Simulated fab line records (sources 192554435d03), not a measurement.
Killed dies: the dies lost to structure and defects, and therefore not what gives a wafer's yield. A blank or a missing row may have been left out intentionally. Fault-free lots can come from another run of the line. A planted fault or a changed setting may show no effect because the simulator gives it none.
Chamber matching :: flow n5-finfet :: pecvd-01 running N5_SDB_HM_DEP_00: 3 sister chambers
The step deposits SiNx from SiH4/NH3/N2, target thk 40 nm, time 35.3 s. 16 wafers are shown with their chamber, then 8 later ones without.

## WAFERS, EACH WITH ITS CHAMBER
wafer: L076.2
chamber: 0
throttle-valve-pct (%): 41.2
showerhead-plenum-p-Torr (Torr): 5.10
heater-power-outer-w (W): 494

wafer: L076.3
chamber: 2
throttle-valve-pct (%): 38.4
showerhead-plenum-p-Torr (Torr): 5.14
heater-power-outer-w (W): 391

wafer: L076.4
chamber: 0
throttle-valve-pct (%): 41.7
showerhead-plenum-p-Torr (Torr): 5.10
heater-power-outer-w (W): 480

wafer: L078.1
chamber: 0
throttle-valve-pct (%): 41.8
showerhead-plenum-p-Torr (Torr): 5.10
heater-power-outer-w (W): 472

wafer: L078.2
chamber: 1
throttle-valve-pct (%): 42.8
showerhead-plenum-p-Torr (Torr): 5.19
heater-power-outer-w (W): 414

wafer: L078.6
chamber: 1
throttle-valve-pct (%): 43.1
showerhead-plenum-p-Torr (Torr): 5.19
heater-power-outer-w (W): 419

wafer: L082.1
chamber: 2
throttle-valve-pct (%): 38.3
showerhead-plenum-p-Torr (Torr): 5.16
heater-power-outer-w (W): 321

wafer: L082.3
chamber: 0
throttle-valve-pct (%): 41.5
showerhead-plenum-p-Torr (Torr): 5.09
heater-power-outer-w (W): 460

wafer: L082.5
chamber: 1
throttle-valve-pct (%): 42.9
showerhead-plenum-p-Torr (Torr): 5.21
heater-power-outer-w (W): 453

wafer: L083.3
chamber: 2
throttle-valve-pct (%): 38.3
showerhead-plenum-p-Torr (Torr): 5.16
heater-power-outer-w (W): 384

wafer: L083.4
chamber: 1
throttle-valve-pct (%): 42.8
showerhead-plenum-p-Torr (Torr): 5.20
heater-power-outer-w (W): 439

wafer: L083.5
chamber: 0
throttle-valve-pct (%): 41.6
showerhead-plenum-p-Torr (Torr): 5.09
heater-power-outer-w (W): 437

wafer: L084.2
chamber: 1
throttle-valve-pct (%): 42.9
showerhead-plenum-p-Torr (Torr): 5.19
heater-power-outer-w (W): 411

wafer: L084.5
chamber: 2
throttle-valve-pct (%): 38.5
showerhead-plenum-p-Torr (Torr): 5.14
heater-power-outer-w (W): 314

wafer: L084.6
chamber: 1
throttle-valve-pct (%): 43.0
showerhead-plenum-p-Torr (Torr): 5.21
heater-power-outer-w (W): 413

wafer: L086.1
chamber: 2
throttle-valve-pct (%): 38.3
showerhead-plenum-p-Torr (Torr): 5.16
heater-power-outer-w (W): 338

SIGNATURES (means of the wafers above)
reading: throttle-valve-pct
chamber 0: 41.560
chamber 1: 42.917
chamber 2: 38.360
scatter within a chamber: 0.155

reading: showerhead-plenum-p-Torr
chamber 0: 5.0960
chamber 1: 5.1983
chamber 2: 5.1520
scatter within a chamber: 0.00913

reading: heater-power-outer-w
chamber 0: 468.60
chamber 1: 424.83
chamber 2: 349.60
scatter within a chamber: 25.5
Rule: for each reading, subtract the chamber's mean from the wafer's reading, divide by that reading's scatter and square the result; add these up over the readings and take the root, which gives the wafer's distance from the chamber. The wafer belongs to the nearest chamber; if the next one is less than 2 further off, it can't be placed. The scatter: take each reading less its chamber's mean, square it, sum over the shown wafers, divide by the number of wafers less the number of chambers, and take the root.

## WAFERS MISSING THEIR CHAMBER
wafer: L086.5
throttle-valve-pct (%): 41.8
showerhead-plenum-p-Torr (Torr): 5.09
heater-power-outer-w (W): 420

wafer: L086.6
throttle-valve-pct (%): 42.8
showerhead-plenum-p-Torr (Torr): 5.20
heater-power-outer-w (W): 436

wafer: L093.3
throttle-valve-pct (%): 42.8
showerhead-plenum-p-Torr (Torr): 5.19
heater-power-outer-w (W): 472

wafer: L093.4
throttle-valve-pct (%): 43.0
showerhead-plenum-p-Torr (Torr): 5.20
heater-power-outer-w (W): 449

wafer: L093.6
throttle-valve-pct (%): 38.4
showerhead-plenum-p-Torr (Torr): 5.16
heater-power-outer-w (W): 337

wafer: L094.1
throttle-valve-pct (%): 42.0
showerhead-plenum-p-Torr (Torr): 5.10
heater-power-outer-w (W): 453

wafer: L094.4
throttle-valve-pct (%): 38.2
showerhead-plenum-p-Torr (Torr): 5.15
heater-power-outer-w (W): 390

wafer: L094.5
throttle-valve-pct (%): 42.9
showerhead-plenum-p-Torr (Torr): 5.19
heater-power-outer-w (W): 412

## CHAMBER TAKEN BY EACH
wafer: L086.5
from the rows above: 0
in truth: 0

wafer: L086.6
from the rows above: 1
in truth: 1

wafer: L093.3
from the rows above: 1
in truth: 1

wafer: L093.4
from the rows above: 1
in truth: 1

wafer: L093.6
from the rows above: 2
in truth: 2

wafer: L094.1
from the rows above: 0
in truth: 0

wafer: L094.4
from the rows above: 2
in truth: 2

wafer: L094.5
from the rows above: 1
in truth: 1
Placed correctly: 8 of 8. From these rows, 0 cannot be placed. Wrongly placed: 0.
